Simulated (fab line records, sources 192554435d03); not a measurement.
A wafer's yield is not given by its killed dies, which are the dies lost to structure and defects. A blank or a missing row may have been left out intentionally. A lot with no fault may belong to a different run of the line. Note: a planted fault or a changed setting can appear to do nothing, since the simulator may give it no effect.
Which tool did it? | flow n5Finfet | 11 lots, 29 wafers sampled, at 5 steps of a route of 1938

## WHAT THE GAUGES READ, wafer by wafer
N5_BEOL_M1_CD_MEAS_11: the cd target is 17.05 nm. Usual: cdNm 17.02 nm, standard deviation 0.26.
lot  | measured     | on       | cdNm (nm)         | flag
L948 | day 6 05:49  | cdSem-01 | 16.86 16.79 16.73 | 
L949 | day 6 07:13  | cdSem-02 | 17.03 17.27       | 
L953 | day 7 08:57  | cdSem-02 | 17.11 17.43 17.28 | 
L954 | day 7 09:11  | cdSem-01 | 16.77 17.22 16.78 | 
L955 | day 7 19:08  | cdSem-02 | 16.83 16.90       | 
L956 | day 8 04:13  | cdSem-02 | 17.19 16.93       | 
L958 | day 8 10:57  | cdSem-03 | 16.83 17.33 17.21 | 
L959 | day 8 17:39  | cdSem-01 | 17.10 17.06 17.41 | 
L965 | day 10 12:31 | cdSem-01 | 17.09 17.53       | 
L968 | day 11 05:50 | cdSem-01 | 17.40 17.09 17.26 | 
L970 | day 11 13:18 | cdSem-03 | 16.74 17.10 17.22 | 

N5_BEOL_M4_RC_MEAS_101. Usual: DIBL_N 36.6 mV/V, standard deviation 2.3; DIBL_P 36.3 mV/V, standard deviation 2.8; IOFF_N 0.17 nA/um, standard deviation 0.047; IOFF_P 0.22 nA/um, standard deviation 0.048; ION_N 676 uA/um, standard deviation 14; ION_P 463 uA/um, standard deviation 9.4; SS_N 71.6 mV/dec, standard deviation 0.84; SS_P 73.4 mV/dec, standard deviation 0.85; VT_N 249 mV, standard deviation 3.7; VT_P -249 mV, standard deviation 3.6.
lot  | measured     | on        | DIBL_N (mV/V)  | DIBL_P (mV/V)  | IOFF_N (nA/um) | IOFF_P (nA/um) | ION_N (uA/um) | ION_P (uA/um) | SS_N (mV/dec)  | SS_P (mV/dec)  | VT_N (mV)   | VT_P (mV)      | flag
L948 | day 7 23:09  | prober-02 | 35.1 34.6 37.2 | 32.6 33.7 37.4 | 0.15 0.13 0.18 | 0.18 0.18 0.24 | 667 679 674   | 461 470 467   | 72.0 70.9 71.3 | 73.0 71.8 73.8 | 249 253 248 | -249 -249 -248 | 
L949 | day 8 11:25  | prober-01 | 36.9 35.2      | 36.2 33.8      | 0.16 0.14      | 0.22 0.19      | 660 671       | 461 462       | 71.9 71.6      | 73.2 72.3      | 249 254     | -249 -254      | 
L953 | day 9 04:26  | prober-02 | 36.7 36.6 37.7 | 35.6 36.1 37.9 | 0.17 0.17 0.21 | 0.20 0.21 0.23 | 669 667 677   | 450 458 460   | 71.4 71.7 72.2 | 73.6 72.8 74.1 | 249 250 247 | -253 -249 -251 | 
L954 | day 9 12:21  | prober-02 | 34.6 39.8 39.2 | 32.4 40.0 39.3 | 0.12 0.20 0.18 | 0.14 0.24 0.23 | 672 696 694   | 458 465 469   | 71.3 72.4 72.4 | 72.5 74.5 74.1 | 255 250 248 | -256 -250 -251 | 
L955 | day 9 14:20  | prober-01 | 34.9 33.2      | 34.5 32.8      | 0.15 0.12      | 0.22 0.19      | 683 672       | 473 470       | 70.9 70.8      | 72.8 72.7      | 246 253     | -246 -249      | 
L956 | day 9 22:33  | prober-02 | 39.4 40.5      | 39.4 39.7      | 0.21 0.26      | 0.22 0.24      | 690 688       | 463 460       | 72.2 72.3      | 74.4 74.2      | 246 244     | -253 -250      | 
L958 | day 10 12:26 | prober-01 | 36.1 32.4 36.0 | 36.6 30.0 36.9 | 0.14 0.09 0.15 | 0.20 0.12 0.21 | 670 662 692   | 461 453 468   | 70.8 70.4 70.9 | 73.4 71.4 72.8 | 250 257 249 | -250 -257 -250 | 
L959 | day 10 12:43 | prober-02 | 36.1 36.9 37.1 | 35.7 35.5 34.7 | 0.15 0.17 0.17 | 0.18 0.18 0.16 | 656 689 647   | 448 466 437   | 71.1 71.6 73.2 | 72.7 73.2 72.6 | 253 248 253 | -253 -249 -255 | 
L965 | day 12 01:37 | prober-02 | 39.0 37.3      | 40.8 36.9      | 0.24 0.20      | 0.32 0.24      | 689 683       | 475 471       | 72.3 72.7      | 74.6 74.1      | 241 247     | -241 -248      | 
L968 | day 13 07:01 | prober-02 | 35.8 35.3 33.0 | 32.8 35.1 32.1 | 0.16 0.15 0.12 | 0.16 0.19 0.16 | 665 659 671   | 450 446 462   | 71.0 71.2 71.2 | 72.8 72.9 71.8 | 249 247 252 | -256 -252 -254 | 
L970 | day 13 21:49 | prober-01 | 40.5 39.5 38.0 | 41.1 40.5 36.5 | 0.25 0.24 0.18 | 0.29 0.27 0.21 | 671 674 674   | 459 458 455   | 72.9 72.5 72.3 | 75.4 74.9 74.3 | 244 243 248 | -249 -250 -253 | 

## EACH LOT AND THE TOOL THAT RAN IT (in order: tool; ch and the chambers of the sampled wafers; start)
lot  | N5_BEOL_M0_SPUTTER_116      | N5_BEOL_M0_CO_CAP_123           | N5_BEOL_M1_COAT_61
L948 | pvdSputter-01, day 6 00:03  | cvdCo-02 ch 0,2, day 6 01:28    | lithoTrack-01 ch 0, day 6 05:34
L949 | pvdSputter-02, day 6 04:52  | cvdCo-01 ch 1, day 6 06:09      | lithoTrack-01 ch 0, day 6 06:58
L953 | pvdSputter-03, day 7 05:24  | cvdCo-01 ch 0,1,2, day 7 06:38  | lithoTrack-01 ch 0, day 7 08:34
L954 | pvdSputter-01, day 7 06:22  | cvdCo-01 ch 1,2, day 7 07:35    | lithoTrack-01 ch 0, day 7 08:55
L955 | pvdSputter-02, day 7 13:41  | cvdCo-02 ch 0,2, day 7 15:15    | lithoTrack-05 ch 0, day 7 18:45
L956 | pvdSputter-03, day 8 00:43  | cvdCo-01 ch 0,2, day 8 01:56    | lithoTrack-05 ch 0, day 8 03:58
L958 | pvdSputter-02, day 8 06:03  | cvdCo-02 ch 1,2, day 8 07:16    | lithoTrack-01 ch 0, day 8 10:41
L959 | pvdSputter-03, day 8 15:20  | cvdCo-01 ch 0,1,2, day 8 16:34  | lithoTrack-01 ch 0, day 8 17:23
L965 | pvdSputter-02, day 10 04:56 | cvdCo-01 ch 1,2, day 10 11:42   | lithoTrack-03 ch 0, day 10 12:15
L968 | pvdSputter-01, day 11 01:16 | cvdCo-01 ch 0,2, day 11 03:01   | lithoTrack-03 ch 0, day 11 05:26
L970 | pvdSputter-02, day 11 10:23 | cvdCo-02 ch 0,1,2, day 11 11:43 | lithoTrack-05 ch 0, day 11 12:55
- N5_BEOL_M0_SPUTTER_116: material Cu, target thk 4 nm, time 7.37 s.
- N5_BEOL_M0_CO_CAP_123: material Co, precursor CCTBA/H2, target thk 2 nm, time 102.1 s.
- N5_BEOL_M1_COAT_61: time 60 s, resist thk 60 nm.

## WHAT THE TOOLS THEMSELVES READ (means of the sampled wafers that have a number; where no wafer has one, the mark that the record gives instead)
N5_BEOL_M0_SPUTTER_116. Usual: substrateTempC -19.99 C, standard deviation 0.1; susceptorTempC -19.98 C, standard deviation 0.1; throttleValvePct 30.3 %, standard deviation 1.
lot  | tool          | substrateTempC (C) | susceptorTempC (C) | throttleValvePct (%) | flag
L948 | pvdSputter-01 | -20.00             | -19.96             | 29.2                 | 
L949 | pvdSputter-02 | -20.00             | -19.98             | 29.6                 | 
L953 | pvdSputter-03 | -19.99             | -20.04             | 30.5                 | 
L954 | pvdSputter-01 | -19.92             | -20.00             | 29.1                 | 
L955 | pvdSputter-02 | -20.02             | -19.89             | 31.2                 | 
L956 | pvdSputter-03 | -20.07             | -19.99             | 30.7                 | 
L958 | pvdSputter-02 | -19.88             | -19.94             | 30.5                 | 
L959 | pvdSputter-03 | -19.93             | -19.91             | 30.3                 | 
L965 | pvdSputter-02 | -19.97             | -20.15             | 30.8                 | 
L968 | pvdSputter-01 | -19.98             | -19.89             | 29.4                 | 
L970 | pvdSputter-02 | -19.96             | -20.04             | 30.6                 | 

N5_BEOL_M0_CO_CAP_123. Usual: heaterPowerOuterW 118 W, standard deviation 15; heaterPowerW 226 W, standard deviation 32; susceptorTempC 199.99 C, standard deviation 0.16.
lot  | tool     | heaterPowerOuterW (W) | heaterPowerW (W) | susceptorTempC (C) | flag
L948 | cvdCo-02 | 116                   | 217              | 200.09             | 
L949 | cvdCo-01 | 112                   | 210              | 199.83             | 
L953 | cvdCo-01 | 114                   | 224              | 200.17             | 
L954 | cvdCo-01 | 102                   | 193              | 199.84             | 
L955 | cvdCo-02 | 114                   | 212              | 199.99             | 
L956 | cvdCo-01 | 117                   | 227              | 199.94             | 
L958 | cvdCo-02 | 120                   | 219              | 200.02             | 
L959 | cvdCo-01 | 116                   | 226              | 200.03             | 
L965 | cvdCo-01 | 103                   | 201              | 200.00             | 
L968 | cvdCo-01 | 125                   | 253              | 199.91             | 
L970 | cvdCo-02 | 123                   | 228              | 199.87             | 

N5_BEOL_M1_COAT_61. Usual: plateTempC 250.02 C, standard deviation 0.18; spinSpeedRpm 1500.0 rpm, standard deviation 1.1.
lot  | tool          | plateTempC (C) | spinSpeedRpm (rpm) | flag
L948 | lithoTrack-01 | 250.26         | 1500.8             | 
L949 | lithoTrack-01 | 250.28         | 1500.7             | 
L953 | lithoTrack-01 | 250.09         | 1500.3             | 
L954 | lithoTrack-01 | 250.11         | 1500.0             | 
L955 | lithoTrack-05 | 249.69         | 1499.7             | 
L956 | lithoTrack-05 | 249.99         | 1499.5             | 
L958 | lithoTrack-01 | 249.90         | 1579.9             | OFF
L959 | lithoTrack-01 | 250.12         | 1576.8             | OFF
L965 | lithoTrack-03 | 249.80         | 1500.1             | 
L968 | lithoTrack-03 | 250.07         | 1499.6             | 
L970 | lithoTrack-05 | 250.03         | 1499.3             | 

## THE ANSWER, worked out from the rows above alone
Rule: take the mean of a lot's wafers that have a number; if it is more than 3 standard deviations from the usual mean, the lot is off. Also off: a lot with no number at a reading for which 4 or more lots have one. Any other lot the step has rows for is counted as sound. First the gauges in route order, then the tools' own readings, where a lot's mean is used as printed above. At the first step where some lot is off, the reading lying furthest off is the one used; lots without a number count as furthest.
Off at N5_BEOL_M1_COAT_61 (spinSpeedRpm): L958, L959.
If a tool, at that step or one of the process steps before it, ran each lot that is off and ran no sound lot following the first of them, it fits. One fits: lithoTrack-01 at N5_BEOL_M1_COAT_61. Its last sound lot is L954 (day 7 08:55), its first lot that is off L958 (day 8 10:41): a fault that began between those two fits.
On the lots that are off, the tool's own readings at N5_BEOL_M1_COAT_61 differ by more than 5 times the standard deviation of the sound lots' means, which bears it out; spinSpeedRpm reads 1578.3 rpm there versus 1500.0 rpm on the sound lots.

## WHAT THE SIMULATOR PUT IN
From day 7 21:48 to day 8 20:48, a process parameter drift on lithoTrack-01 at N5_BEOL_M1_COAT_61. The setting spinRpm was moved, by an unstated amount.
Lots struck among those shown: L958, L959. The rule given above showed the same thing.
